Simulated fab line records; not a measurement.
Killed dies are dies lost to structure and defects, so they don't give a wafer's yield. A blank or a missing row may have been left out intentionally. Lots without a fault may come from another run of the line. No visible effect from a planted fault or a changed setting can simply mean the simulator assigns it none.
Split-lot study | flow n5_finfet | on a route of 1938 steps: 7 lots, 21 wafers read

## ABOUT THE SPLIT
At N5_BEOL_M12_SPUTTER_44 (material Ta, target thk 10 nm, time 16.13 s), the setting time_s was moved away from the recipe's 16.13 s on 5 of the 21 wafers read, by -12.8% to -6.9%. All remaining wafers had this setting at the recipe value.

The reading comes from the split's own step.

## THE READING
Ta_of_BEOL_M12_SPUTTER_44.thk_nm (the simulator's own value, which no gauge read), in nm, at N5_BEOL_M12_SPUTTER_44 (material Ta, target thk 10 nm, time 16.13 s). The file does not state a usual value for it. Average 10.0 nm, standard deviation 0.17 nm, over the 16 wafers here run with the recipe.

wafer  | tool, chamber at the split | time_s as run, s | against the recipe | Ta_of_BEOL_M12_SPUTTER_44.thk_nm, nm | against lot-mates on the recipe
L074.1 | pvd_sputter-02, -          | 16.13            | recipe             | 10.2                                 | -
L074.2 | pvd_sputter-02, -          | 16.13            | recipe             | 10.2                                 | -
L074.5 | pvd_sputter-02, -          | 16.13            | recipe             | 10.2                                 | -
L075.1 | pvd_sputter-01, -          | 16.13            | recipe             | 10                                   | -
L075.2 | pvd_sputter-01, -          | 16.13            | recipe             | 9.8                                  | -
L075.3 | pvd_sputter-01, -          | 16.13            | recipe             | 9.8                                  | -
L077.1 | pvd_sputter-02, -          | 16.13            | recipe             | 10.2                                 | -
L077.3 | pvd_sputter-02, -          | 14.06            | -12.8%             | 8.8                                  | -1.3
L077.5 | pvd_sputter-02, -          | 16.13            | recipe             | 10                                   | -
L080.1 | pvd_sputter-03, -          | 16.13            | recipe             | 9.8                                  | -
L080.2 | pvd_sputter-03, -          | 16.13            | recipe             | 10                                   | -
L080.6 | pvd_sputter-03, -          | 14.87            | -7.8%              | 9.4                                  | -0.5
L088.1 | pvd_sputter-03, -          | 16.13            | recipe             | 10                                   | -
L088.2 | pvd_sputter-03, -          | 16.13            | recipe             | 10                                   | -
L088.4 | pvd_sputter-03, -          | 16.13            | recipe             | 10.2                                 | -
L092.1 | pvd_sputter-03, -          | 16.13            | recipe             | 9.8                                  | -
L092.3 | pvd_sputter-03, -          | 16.13            | recipe             | 9.8                                  | -
L092.2 | pvd_sputter-03, -          | 14.97            | -7.2%              | 9.2                                  | -0.6
L093.1 | pvd_sputter-01, -          | 15.01            | -6.9%              | 9.2                                  | -0.6
L093.5 | pvd_sputter-01, -          | 15.01            | -6.9%              | 9.2                                  | -0.6
L093.2 | pvd_sputter-01, -          | 16.13            | recipe             | 9.8                                  | -

FIT RESULTS
A straight line over all 21 wafers: Ta_of_BEOL_M12_SPUTTER_44.thk_nm changes by +0.0969 nm for each +1% of time_s; r = +0.92; the points scatter about the line by 0.16 nm.
The same after taking each lot's own level away (the mean of its wafers on the recipe; 21 wafers): +0.0896 nm for each +1%; r = +0.97; scatter 0.091 nm.
According to that fit, moving time_s by its largest amount changes the reading by 1.2 nm.
The span of the lots' own levels, 9.80 to 10.20 nm, comes to 2.4 times the standard deviation stated above.
Hence the lot-to-lot level has little effect on the slope; both slopes agree.
Check: with one of the wafers moved furthest among these (-12.8%) left out of the fit, the line predicts -1.01 nm for it against its lot-mates. It came out at -1.3 nm against them.

## OTHER SPLITS APPLIED TO THESE WAFERS
Other splits were also applied to these wafers ahead of the reading. Each is held against what the fit with the lots' levels taken away leaves over:
other split on the same wafers      | wafers away from the commonest value | r with Ta_of_BEOL_M12_SPUTTER_44.thk_nm (lot level and that fit taken away)
N5_BEOL_M11_ILD_DEP_00 time_s       | 3                                    | +0.32
N5_BEOL_M11_VIA_ETCH_34 time_s      | 6                                    | +0.07
N5_BEOL_M11_TRENCH_ETCH_37 source_w | 4                                    | +0.12

## FILE'S OWN FIT
Ta_of_BEOL_M12_SPUTTER_44.thk_nm changes by +0.0893 nm for each +1% of time_s, r = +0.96.
